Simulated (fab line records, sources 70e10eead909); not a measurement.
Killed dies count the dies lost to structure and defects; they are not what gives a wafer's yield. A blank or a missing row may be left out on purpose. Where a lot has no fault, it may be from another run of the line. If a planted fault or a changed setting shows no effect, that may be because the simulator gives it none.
Which tool was responsible? -- flow nandHarc -- Sampling: 14 lots, 42 wafers, 5 of 1302 route steps

WHAT THE GAUGES READ, wafer by wafer
NHARC_A_BONDPAD_OVL_MEAS_35. Usual: overlayXNm 3 nm, standard deviation 4.7; overlayYNm -1 nm, standard deviation 4.
lot,measured,on,overlayXNm (nm),overlayYNm (nm),flag
L719,day 23 19:17,overlay-02,-3 -2 -2,3 2 3,
L720,day 23 20:06,overlay-01,2 2 2,-5 -5 -6,
L722,day 24 07:37,overlay-02,7 7 7,2 2 2,
L724,day 26 01:28,overlay-02,1 1 1,0 0 1,
L728,day 27 08:47,overlay-01,2 2 2,0 0 0,
L730,day 27 15:37,overlay-02,-8 -8 -9,4 3 3,
L732,day 28 02:45,overlay-01,-2 -1 -1,-5 -6 -6,
L733,day 29 11:16,overlay-02,5 5 4,1 2 2,
L735,day 29 14:36,overlay-01,7 7 6,0 0 0,
L737,day 31 04:49,overlay-01,-1 -2 -2,-3 -3 -3,
L736,day 31 07:37,overlay-01,0 0 -1,-13 -12 -12,
L739,day 31 21:37,overlay-01,12 12 12,-5 -5 -5,
L740,day 31 17:14,overlay-01,-1 -1 -1,0 -1 -1,
L741,day 32 11:38,overlay-02,4 4 4,4 4 4,

NHARC_END_SORT_01. Usual: killedAtArray 53, standard deviation 19; killedAtOther 0.8, standard deviation 1.2; killedAtPeriphery 3.7, standard deviation 2.3; killedDies 57, standard deviation 19; killedOpen 3.2, standard deviation 1.7; killedShort 2.6, standard deviation 1.8.
lot,measured,on,killedAtArray,killedAtOther,killedAtPeriphery,killedDies,killedOpen,killedShort,flag
L728,day 28 15:47,prober-01,148 112 146,0 1 2,2 1 4,150 114 152,3 3 5,1 1 2,OFF
L730,day 28 22:01,prober-01,117 122 106,1 1 0,2 2 6,120 125 112,0 2 2,0 1 4,OFF
L732,day 30 04:52,prober-01,148 111 155,2 1 0,6 2 3,156 114 158,4 2 4,1 3 2,OFF

WHICH TOOL RAN EACH LOT (tool, then ch and the chambers of the sampled wafers, then the start)
lot,NHARC_A_CONTACT_ETCH_118,NHARC_A_BONDPAD_ANNEAL_28,NHARC_THIN_TSV_STRIP_62
L719,"harCapEtch-02 ch 0,1, day 22 02:49","rtpAnneal-02 ch 0, day 23 21:05","plasmaAsher-02 ch 0,1, day 24 14:03"
L720,"harCapEtch-03 ch 0,1, day 22 04:19","rtpAnneal-02 ch 0, day 23 21:57","plasmaAsher-02 ch 0, day 24 12:55"
L722,"harCapEtch-03 ch 0,1, day 22 20:40","rtpAnneal-01 ch 0, day 24 09:34","plasmaAsher-02 ch 0,1, day 25 02:06"
L724,"harCapEtch-01 ch 0,1, day 24 07:21","rtpAnneal-01 ch 0, day 26 03:18","plasmaAsher-02 ch 0,1, day 26 20:18"
L728,"harCapEtch-01 ch 0,1, day 25 15:05","rtpAnneal-01 ch 0, day 27 10:43","plasmaAsher-01 ch 0,1, day 28 02:40"
L730,"harCapEtch-01 ch 0,1, day 25 21:02","rtpAnneal-02 ch 0, day 27 17:28","plasmaAsher-02 ch 1, day 28 10:19"
L732,"harCapEtch-01 ch 0,1, day 26 14:31","rtpAnneal-02 ch 0, day 28 04:56","plasmaAsher-01 ch 0,1, day 29 14:05"
L733,"harCapEtch-02 ch 0,1, day 27 23:33","rtpAnneal-01 ch 0, day 29 13:23","plasmaAsher-02 ch 0,1, day 30 09:12"
L735,"harCapEtch-03 ch 0,1, day 28 02:47","rtpAnneal-01 ch 0, day 29 16:31","plasmaAsher-01 ch 0, day 30 10:31"
L737,"harCapEtch-01 ch 0,1, day 29 14:13","rtpAnneal-02 ch 0, day 31 06:44","plasmaAsher-01 ch 0,1, day 32 05:17"
L736,"harCapEtch-02 ch 0,1, day 29 14:25","rtpAnneal-02 ch 0, day 31 09:31","plasmaAsher-02 ch 0, day 32 06:29"
L739,"harCapEtch-02 ch 0,1, day 30 04:44","rtpAnneal-02 ch 0, day 31 23:26","plasmaAsher-02 ch 0,1, day 32 17:29"
L740,"harCapEtch-03 ch 0,1, day 30 04:55","rtpAnneal-01 ch 0, day 31 19:02","plasmaAsher-02 ch 0,1, day 32 16:19"
L741,"harCapEtch-03 ch 0,1, day 31 00:59","rtpAnneal-02 ch 0, day 32 13:32","plasmaAsher-02 ch 0,1, day 33 06:04"
- NHARC_A_CONTACT_ETCH_118: etches the open film in C4F8/O2/Ar, time 190 s, target depth 1850 nm.
- NHARC_A_BONDPAD_ANNEAL_28: time 90 s.
- NHARC_THIN_TSV_STRIP_62: strips in N2/H2, time 20 s.

WHAT THE TOOLS THEMSELVES READ (means of the sampled wafers that have a number; where no wafer has one, the mark that the record gives instead)
NHARC_A_BONDPAD_ANNEAL_28. Usual: wafer_temp_C_max at 226.8, with a standard deviation of 0.34.
lot,tool,wafer_temp_C_max,flag
L719,rtpAnneal-02,226.3,
L720,rtpAnneal-02,227.1,
L722,rtpAnneal-01,227.0,
L724,rtpAnneal-01,226.9,
L728,rtpAnneal-01,226.4,
L730,rtpAnneal-02,226.7,
L732,rtpAnneal-02,226.7,
L733,rtpAnneal-01,226.7,
L735,rtpAnneal-01,226.5,
L737,rtpAnneal-02,226.6,
L736,rtpAnneal-02,226.6,
L739,rtpAnneal-02,226.8,
L740,rtpAnneal-01,226.5,
L741,rtpAnneal-02,226.9,

NHARC_THIN_TSV_STRIP_62. Usual: drypumpMotorCurrentA 5.8 A, standard deviation 0.79; heaterPowerW 333 W, standard deviation 38.
lot,tool,drypumpMotorCurrentA (A),heaterPowerW (W),flag
L719,plasmaAsher-02,5.2,354,
L720,plasmaAsher-02,6.3,313,
L722,plasmaAsher-02,5.8,333,
L724,plasmaAsher-02,5.8,329,
L728,plasmaAsher-01,6.4,329,
L730,plasmaAsher-02,4.7,382,
L732,plasmaAsher-01,6.5,308,
L733,plasmaAsher-02,5.8,330,
L735,plasmaAsher-01,6.6,287,
L737,plasmaAsher-01,6.5,302,
L736,plasmaAsher-02,6.2,305,
L739,plasmaAsher-02,5.7,328,
L740,plasmaAsher-02,5.2,354,
L741,plasmaAsher-02,5.2,350,

THE ANSWER, worked out from the rows above alone
Rule: a lot counts as off when the mean over its wafers that have a number is more than 3 standard deviations away from the usual mean. A lot without any number at a reading at which 4 lots or more have one is off too. Any other lot the step has rows for is counted as sound. First the gauges in route order, then the tools' own readings, where a lot's mean is used as printed above. At the first step where some lot is off, the reading lying furthest off is the one used; lots without a number count as furthest.
Off: L728, L730, L732 (NHARC_END_SORT_01, killedDies). Neither off nor sound, because the step has no rows for them: L719, L720, L722, L724, L733, L735, L737, L736, L739, L740, L741.
If a tool, at a process step before that reading, ran all the lots that are off and no sound lot after the first of them, it fits. Those tools and the gauges at NHARC_END_SORT_01 are tried in the same way. Can't be told from this: 2 tools fit, harCapEtch-01 at NHARC_A_CONTACT_ETCH_118, prober-01 at NHARC_END_SORT_01.

WHAT WAS PUT IN BY THE SIMULATOR
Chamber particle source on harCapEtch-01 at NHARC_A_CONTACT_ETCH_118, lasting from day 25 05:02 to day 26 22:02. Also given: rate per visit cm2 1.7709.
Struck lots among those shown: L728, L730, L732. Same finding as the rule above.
